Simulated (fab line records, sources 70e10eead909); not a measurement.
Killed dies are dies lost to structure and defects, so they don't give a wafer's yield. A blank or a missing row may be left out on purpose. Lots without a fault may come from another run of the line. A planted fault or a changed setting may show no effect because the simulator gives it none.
Which tool did it? | flow nand_harc | 10 lots, 30 wafers sampled, at 6 steps of a route of 1159

WHAT THE GAUGES READ, wafer by wafer
NHARC_A_CHANNEL_HOLE_D1_INSPECT_40. Usual: raw_defect_count 57, standard deviation 16.
lot  | measured     | on                | raw_defect_count | flag
L284 | day 9 00:17  | defect_inspect-01 | 57 49 54         |
L285 | day 9 08:58  | defect_inspect-01 | 64 43 45         |
L286 | day 9 09:27  | defect_inspect-01 | 54 50 58         |
L293 | day 10 11:28 | defect_inspect-02 | 802 804 763      | OFF
L288 | day 10 15:41 | defect_inspect-01 | 767 749 747      | OFF
L292 | day 10 19:10 | defect_inspect-02 | 75 51 64         |
L295 | day 11 11:48 | defect_inspect-01 | 56 47 64         |
L299 | day 12 16:11 | defect_inspect-02 | 58 52 58         |
L301 | day 13 00:25 | defect_inspect-01 | 56 88 57         |
L306 | day 14 16:25 | defect_inspect-01 | 56 51 46         |

NHARC_END_SORT_01. Usual: killed_at_array 26, standard deviation 10; killed_at_other 0.8, standard deviation 1.1; killed_at_periphery 3.3, standard deviation 2.6; killed_dies 30, standard deviation 11; killed_open 3.4, standard deviation 1.8; killed_short 2.0, standard deviation 1.3.
lot  | measured     | on        | killed_at_array | killed_at_other | killed_at_periphery | killed_dies | killed_open | killed_short | flag
L293 | day 22 02:49 | prober-01 | 53 72 88        | 0 0 1           | 3 3 1               | 56 75 90    | 4 3 4       | 3 3 2        | OFF
L288 | day 21 18:59 | prober-02 | 43 80 69        | 0 1 0           | 2 4 3               | 45 85 72    | 0 2 3       | 0 4 2        | OFF

WHICH TOOL RAN EACH LOT (tool, then ch and the chambers of the sampled wafers, then the start)
lot  | NHARC_A_CHANNEL_HOLE_D1_ETCH_38    | NHARC_A_CHANNEL_HOLE_D1_ETCH_16               | NHARC_A_CHANNEL_HOLE_D1_ETCH_22  | NHARC_A_CHANNEL_HOLE_D1_ETCH_24
L284 | rie_diel-07 ch 1,3, day 8 15:21    | rie_diel-07 ch 0,3, day 8 19:26 or earlier    | har_etch-02 ch 0,1, day 8 19:26  | har_etch-02 ch 0,1, day 8 20:42
L285 | rie_diel-10 ch 1,2,3, day 9 02:08  | rie_diel-10 ch 1,2,3, day 9 04:06 or earlier  | har_etch-02 ch 0,1, day 9 04:06  | har_etch-02 ch 0,1, day 9 05:22
L286 | rie_diel-07 ch 0,1,2, day 9 02:22  | rie_diel-07 ch 1,2, day 9 04:19 or earlier    | har_etch-01 ch 0,1, day 9 04:19  | har_etch-01 ch 0,1, day 9 05:34
L293 | rie_diel-12 ch 1,3, day 10 04:39   | rie_diel-12 ch 2,3, day 10 06:37 or earlier   | har_etch-01 ch 0,1, day 10 06:37 | har_etch-01 ch 0,1, day 10 07:53
L288 | rie_diel-07 ch 1,3, day 10 05:20   | rie_diel-07 ch 0,1, day 10 10:46 or earlier   | har_etch-01 ch 0,1, day 10 10:46 | har_etch-01 ch 0,1, day 10 12:03
L292 | rie_diel-12 ch 1,2, day 10 07:07   | rie_diel-12 ch 0,2, day 10 14:25 or earlier   | har_etch-02 ch 0,1, day 10 14:25 | har_etch-02 ch 0,1, day 10 15:43
L295 | rie_diel-12 ch 0,2,3, day 11 05:00 | rie_diel-12 ch 0,1,2, day 11 06:58 or earlier | har_etch-02 ch 0,1, day 11 06:58 | har_etch-02 ch 0,1, day 11 08:13
L299 | rie_diel-10 ch 0,2,3, day 12 09:15 | rie_diel-10 ch 0,2, day 12 11:22 or earlier   | har_etch-02 ch 1, day 12 11:22   | har_etch-02 ch 1, day 12 12:37
L301 | rie_diel-10 ch 1,2,3, day 12 17:38 | rie_diel-10 ch 0,2,3, day 12 19:35 or earlier | har_etch-02 ch 0,1, day 12 19:35 | har_etch-02 ch 0,1, day 12 20:51
L306 | rie_diel-12 ch 0,1,3, day 14 01:16 | rie_diel-12 ch 1,2, day 14 11:33 or earlier   | har_etch-02 ch 0,1, day 14 11:33 | har_etch-02 ch 0,1, day 14 12:50
- NHARC_A_CHANNEL_HOLE_D1_ETCH_38: etches the open film in CF4, target depth 39 nm, time 65 s.
- NHARC_A_CHANNEL_HOLE_D1_ETCH_16: etches the open film in O2/COS, target depth 3100 nm, time 806 s.
- NHARC_A_CHANNEL_HOLE_D1_ETCH_22: etches the open film in C4F8/O2/Ar, time 666.7 s, target depth 1600 nm.
- NHARC_A_CHANNEL_HOLE_D1_ETCH_24: etches the open film in C4F8/O2/Ar, time 906.2 s, target depth 1500 nm.

WHAT THE TOOLS THEMSELVES READ (means of the sampled wafers that have a number; where no wafer has one, the mark that the record gives instead)
NHARC_A_CHANNEL_HOLE_D1_ETCH_38. Usual: drypump_motor_current_A 5.7 A, standard deviation 0.53; oes_product_au 1.001 a.u., standard deviation 0.0092; rf_vpp_V 151.1 V, standard deviation 1.2; showerhead_plenum_p_Torr 1.76 Torr, standard deviation 0.071; throttle_valve_pct 13.282 %, standard deviation 0.0081.
lot  | tool        | drypump_motor_current_A (A) | oes_product_au (a.u.) | rf_vpp_V (V) | showerhead_plenum_p_Torr (Torr) | throttle_valve_pct (%) | flag
L284 | rie_diel-07 | 5.8                         | 0.987                 | 152.0        | 1.85                            | 13.275                 |
L285 | rie_diel-10 | 5.5                         | 1.004                 | 151.8        | 1.76                            | 13.284                 |
L286 | rie_diel-07 | 6.1                         | 1.006                 | 152.0        | 1.79                            | 13.283                 |
L293 | rie_diel-12 | 5.1                         | 0.997                 | 151.2        | 1.75                            | 13.282                 |
L288 | rie_diel-07 | 6.2                         | 0.988                 | 151.8        | 1.81                            | 13.284                 |
L292 | rie_diel-12 | 5.0                         | 0.998                 | 152.2        | 1.77                            | 13.282                 |
L295 | rie_diel-12 | 5.6                         | 1.004                 | 150.4        | 1.71                            | 13.282                 |
L299 | rie_diel-10 | 5.4                         | 1.009                 | 150.7        | 1.74                            | 13.282                 |
L301 | rie_diel-10 | 5.4                         | 0.999                 | 151.0        | 1.76                            | 13.289                 |
L306 | rie_diel-12 | 5.5                         | 0.995                 | 150.4        | 1.73                            | 13.281                 |

NHARC_A_CHANNEL_HOLE_D1_ETCH_16. Usual: drypump_motor_current_A 5.7 A, standard deviation 0.52; oes_product_au 1.001 a.u., standard deviation 0.0089; rf_vpp_V 314.0 V, standard deviation 1.8; showerhead_plenum_p_Torr 3.11 Torr, standard deviation 0.12; throttle_valve_pct 28.330 %, standard deviation 0.0087.
lot  | tool        | drypump_motor_current_A (A) | oes_product_au (a.u.) | rf_vpp_V (V) | showerhead_plenum_p_Torr (Torr) | throttle_valve_pct (%) | flag
L284 | rie_diel-07 | 6.3                         | 0.999                 | 315.3        | 3.22                            | 28.327                 |
L285 | rie_diel-10 | 5.5                         | 0.993                 | 314.5        | 3.11                            | 28.331                 |
L286 | rie_diel-07 | 5.8                         | 0.997                 | 314.4        | 3.19                            | 28.329                 |
L293 | rie_diel-12 | 5.3                         | 1.007                 | 312.3        | 2.99                            | 28.334                 |
L288 | rie_diel-07 | 5.7                         | 0.994                 | 317.3        | 3.30                            | 28.327                 |
L292 | rie_diel-12 | 5.6                         | 1.005                 | 313.2        | 3.05                            | 28.333                 |
L295 | rie_diel-12 | 5.5                         | 1.005                 | 312.8        | 3.08                            | 28.341                 |
L299 | rie_diel-10 | 5.6                         | 1.006                 | 312.0        | 3.01                            | 28.326                 |
L301 | rie_diel-10 | 5.4                         | 0.998                 | 313.4        | 3.07                            | 28.328                 |
L306 | rie_diel-12 | 5.0                         | 0.981                 | 314.0        | 3.13                            | 28.333                 |

NHARC_A_CHANNEL_HOLE_D1_ETCH_22. Usual: c4f8_flow_sccm 89.27 sccm, standard deviation 0.29; drypump_motor_current_A 5.4 A, standard deviation 0.33; esc_clamp_current_uA 0.0210, standard deviation 0.00044; showerhead_plenum_p_Torr 3.79 Torr, standard deviation 0.076; throttle_valve_pct 32.155 %, standard deviation 0.0098.
lot  | tool        | c4f8_flow_sccm (sccm) | drypump_motor_current_A (A) | esc_clamp_current_uA | showerhead_plenum_p_Torr (Torr) | throttle_valve_pct (%) | flag
L284 | har_etch-02 | 89.59                 | 5.3                         | 0.0206               | 3.84                            | 32.151                 |
L285 | har_etch-02 | 89.24                 | 5.3                         | 0.0206               | 3.84                            | 32.150                 |
L286 | har_etch-01 | 89.24                 | 5.7                         | 0.0212               | 3.76                            | 32.157                 |
L293 | har_etch-01 | 89.21                 | 5.8                         | 0.0215               | 3.71                            | 32.167                 |
L288 | har_etch-01 | 88.84                 | 5.8                         | 0.0214               | 3.71                            | 32.152                 |
L292 | har_etch-02 | 89.07                 | 5.3                         | 0.0206               | 3.83                            | 32.156                 |
L295 | har_etch-02 | 89.01                 | 5.2                         | 0.0208               | 3.84                            | 32.167                 |
L299 | har_etch-02 | 88.83                 | 5.0                         | 0.0210               | 3.85                            | 32.163                 |
L301 | har_etch-02 | 89.56                 | 5.3                         | 0.0207               | 3.82                            | 32.157                 |
L306 | har_etch-02 | 89.02                 | 5.1                         | 0.0209               | 3.82                            | 32.156                 |

NHARC_A_CHANNEL_HOLE_D1_ETCH_24. Usual: c4f8_flow_sccm 93.80 sccm, standard deviation 0.24; drypump_motor_current_A 5.4 A, standard deviation 0.32; esc_clamp_current_uA 0.0210, standard deviation 0.00044; showerhead_plenum_p_Torr 3.79 Torr, standard deviation 0.076; throttle_valve_pct 32.236 %, standard deviation 0.01.
lot  | tool        | c4f8_flow_sccm (sccm) | drypump_motor_current_A (A) | esc_clamp_current_uA | showerhead_plenum_p_Torr (Torr) | throttle_valve_pct (%) | flag
L284 | har_etch-02 | 93.70                 | 5.3                         | 0.0206               | 3.84                            | 32.228                 |
L285 | har_etch-02 | 94.15                 | 5.3                         | 0.0206               | 3.83                            | 32.236                 |
L286 | har_etch-01 | 93.72                 | 5.7                         | 0.0212               | 3.76                            | 32.239                 |
L293 | har_etch-01 | 93.83                 | 5.8                         | 0.0214               | 3.70                            | 32.231                 |
L288 | har_etch-01 | 93.71                 | 5.8                         | 0.0215               | 3.70                            | 32.237                 |
L292 | har_etch-02 | 94.01                 | 5.3                         | 0.0206               | 3.82                            | 32.238                 |
L295 | har_etch-02 | 94.02                 | 5.1                         | 0.0208               | 3.84                            | 32.230                 |
L299 | har_etch-02 | 93.45                 | 5.0                         | 0.0210               | 3.84                            | 32.230                 |
L301 | har_etch-02 | 93.86                 | 5.3                         | 0.0207               | 3.81                            | 32.241                 |
L306 | har_etch-02 | 93.66                 | 5.2                         | 0.0209               | 3.81                            | 32.241                 |

THE ANSWER, worked out from the rows above alone
Rule: a lot is off if the mean of its wafers that have a number lies more than 3 standard deviations from the usual mean. A lot without any number at a reading at which 4 lots or more have one is off too. The other lots that the step has rows for count as sound. The gauges are gone through in route order, then the tools' own readings, and for those a lot's mean is taken as printed above. The first step at which some lot is off is used, and at that step the reading that is off furthest; a lot without a number counts as furthest.
Off: L293, L288, at NHARC_A_CHANNEL_HOLE_D1_INSPECT_40 (raw_defect_count).
A tool fits if, at a process step before that reading, it ran every lot that is off, and no sound lot after the first of them. The gauges at NHARC_A_CHANNEL_HOLE_D1_INSPECT_40 aren't tried: what is off there is off at NHARC_END_SORT_01 too, on other tools, and a gauge's error can't cause that. NHARC_A_CHANNEL_HOLE_D1_ETCH_16 gives no start for some lots, so the hours and the order of its lots are those of NHARC_A_CHANNEL_HOLE_D1_ETCH_22. One fits: har_etch-01 at NHARC_A_CHANNEL_HOLE_D1_ETCH_22 and NHARC_A_CHANNEL_HOLE_D1_ETCH_24. At NHARC_A_CHANNEL_HOLE_D1_ETCH_22 its last sound lot is L286 (day 9 04:19), its first lot that is off L293 (day 10 06:37): a fault that began between those two fits.

WHAT THE SIMULATOR HAD PUT IN
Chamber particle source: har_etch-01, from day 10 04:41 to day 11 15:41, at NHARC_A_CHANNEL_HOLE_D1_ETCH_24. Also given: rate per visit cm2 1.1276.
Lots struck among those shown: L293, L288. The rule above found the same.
